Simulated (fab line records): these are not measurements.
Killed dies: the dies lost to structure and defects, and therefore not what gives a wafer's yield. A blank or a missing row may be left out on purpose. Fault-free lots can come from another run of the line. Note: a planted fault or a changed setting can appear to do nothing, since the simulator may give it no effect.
Check for tools in common || flow nand-harc || 34 wafers sampled across 12 lots

## REASON IT WAS OPENED
On 2 of the 12 lots, a flag is raised at NHARC_A_CHANNEL_HOLE_D1_INSPECT_40 on the reading raw-defect-count. Wafers without a fault read 57, standard deviation 15.
Rule: a lot gets a flag if all its wafers with a number sit over 4 standard deviations from that mean, or if no wafer of it has a number. The rest of the lots are taken to be sound.

{"lot": "L326", "measured": "day 11 04:32", "on": "defect-inspect-02", "raw-defect-count, wafer by wafer": "34 31 69", "flag": ""}
{"lot": "L329", "measured": "day 11 08:05", "on": "defect-inspect-01", "raw-defect-count, wafer by wafer": "81 71 65", "flag": ""}
{"lot": "L330", "measured": "day 11 08:40", "on": "defect-inspect-02", "raw-defect-count, wafer by wafer": "45 48 42", "flag": ""}
{"lot": "L327", "measured": "day 11 12:14", "on": "defect-inspect-01", "raw-defect-count, wafer by wafer": "65 42 52", "flag": ""}
{"lot": "L328", "measured": "day 11 12:40", "on": "defect-inspect-02", "raw-defect-count, wafer by wafer": "58 58 42", "flag": ""}
{"lot": "L333", "measured": "day 11 18:06", "on": "defect-inspect-02", "raw-defect-count, wafer by wafer": "74 66 54", "flag": ""}
{"lot": "L332", "measured": "day 11 22:14", "on": "defect-inspect-02", "raw-defect-count, wafer by wafer": "55 49 75", "flag": ""}
{"lot": "L337", "measured": "day 12 06:58", "on": "defect-inspect-01", "raw-defect-count, wafer by wafer": "1086 1093", "flag": "FLAGGED"}
{"lot": "L340", "measured": "day 12 11:08", "on": "defect-inspect-01", "raw-defect-count, wafer by wafer": "1140 1142", "flag": "FLAGGED"}
{"lot": "L342", "measured": "day 12 19:05", "on": "defect-inspect-01", "raw-defect-count, wafer by wafer": "54 91 78", "flag": ""}
{"lot": "L345", "measured": "day 13 02:34", "on": "defect-inspect-01", "raw-defect-count, wafer by wafer": "87 77 78", "flag": ""}
{"lot": "L347", "measured": "day 13 08:58", "on": "defect-inspect-01", "raw-defect-count, wafer by wafer": "46 52 62", "flag": ""}
Average over the flagged lots: 1115; offset from the usual +1058, equal to +71 standard deviations.

## WHICH TOOL RAN EACH LOT
The record holds 1 process step before the reading, out of a route of 1159 steps. Each cell gives the tool, then ch followed by the chambers the sampled wafers passed through, then the start.
{"lot": "L326", "flag": "", "NHARC_A_CHANNEL_HOLE_D1_ETCH_33": "har-etch-02 ch 0,1, day 11 02:39"}
{"lot": "L329", "flag": "", "NHARC_A_CHANNEL_HOLE_D1_ETCH_33": "har-etch-01 ch 0,1, day 11 06:23"}
{"lot": "L330", "flag": "", "NHARC_A_CHANNEL_HOLE_D1_ETCH_33": "har-etch-02 ch 0,1, day 11 06:47"}
{"lot": "L327", "flag": "", "NHARC_A_CHANNEL_HOLE_D1_ETCH_33": "har-etch-01 ch 0,1, day 11 10:31"}
{"lot": "L328", "flag": "", "NHARC_A_CHANNEL_HOLE_D1_ETCH_33": "har-etch-02 ch 0,1, day 11 10:56"}
{"lot": "L333", "flag": "", "NHARC_A_CHANNEL_HOLE_D1_ETCH_33": "har-etch-01 ch 0,1, day 11 16:22"}
{"lot": "L332", "flag": "", "NHARC_A_CHANNEL_HOLE_D1_ETCH_33": "har-etch-01 ch 0,1, day 11 20:34"}
{"lot": "L337", "flag": "FLAGGED", "NHARC_A_CHANNEL_HOLE_D1_ETCH_33": "har-etch-02 ch 0, day 12 05:17"}
{"lot": "L340", "flag": "FLAGGED", "NHARC_A_CHANNEL_HOLE_D1_ETCH_33": "har-etch-02 ch 0, day 12 09:24"}
{"lot": "L342", "flag": "", "NHARC_A_CHANNEL_HOLE_D1_ETCH_33": "har-etch-01 ch 0,1, day 12 17:22"}
{"lot": "L345", "flag": "", "NHARC_A_CHANNEL_HOLE_D1_ETCH_33": "har-etch-01 ch 0,1, day 13 00:50"}
{"lot": "L347", "flag": "", "NHARC_A_CHANNEL_HOLE_D1_ETCH_33": "har-etch-01 ch 0,1, day 13 07:15"}
What these steps do:
- NHARC_A_CHANNEL_HOLE_D1_ETCH_33: etches the open film in C4F8/O2/Ar, time 90 s, target depth 400 nm.
- NHARC_A_CHANNEL_HOLE_D1_INSPECT_40

## FLAGGED OVER TOTAL, TOOL BY TOOL (the gauges that took the reading come last)
{"step": "NHARC_A_CHANNEL_HOLE_D1_ETCH_33", "tool": "har-etch-01", "lots run": 7, "flagged": 0, "share of the flagged lots": "none", "sound lots run after its first flagged lot": "-"}
{"step": "NHARC_A_CHANNEL_HOLE_D1_ETCH_33", "tool": "har-etch-02", "lots run": 5, "flagged": 2, "share of the flagged lots": "all", "sound lots run after its first flagged lot": 0}
{"step": "NHARC_A_CHANNEL_HOLE_D1_INSPECT_40", "tool": "defect-inspect-01", "lots run": 7, "flagged": 2, "share of the flagged lots": "all", "sound lots run after its first flagged lot": "3 (L342,L345,L347)"}
{"step": "NHARC_A_CHANNEL_HOLE_D1_INSPECT_40", "tool": "defect-inspect-02", "lots run": 5, "flagged": 0, "share of the flagged lots": "none", "sound lots run after its first flagged lot": "-"}

## THE TABLE: WHAT IT ALLOWS
Rows of the table that ran all the flagged lots, 2 in number: har-etch-02 at NHARC_A_CHANNEL_HOLE_D1_ETCH_33; defect-inspect-01 at NHARC_A_CHANNEL_HOLE_D1_INSPECT_40.
- har-etch-02 at NHARC_A_CHANNEL_HOLE_D1_ETCH_33 ran 5 lots, 2 of them flagged. Last sound lot L328 at day 11 10:56, first flagged lot L337 at day 12 05:17; a fault beginning in between fits.
- defect-inspect-01 at NHARC_A_CHANNEL_HOLE_D1_INSPECT_40 ran 7 lots, 2 of them flagged. Sound lots ran on it after the first flagged one (L342, L345, L347), which a lasting fault on the whole tool wouldn't allow.
One tool is left: har-etch-02 at NHARC_A_CHANNEL_HOLE_D1_ETCH_33.

## WHAT THE SIMULATOR PUT IN
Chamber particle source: har-etch-02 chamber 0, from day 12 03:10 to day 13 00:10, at NHARC_A_CHANNEL_HOLE_D1_ETCH_33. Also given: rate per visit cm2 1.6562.
Lots struck among those shown: L337, L340. This agrees with what the rule above found.
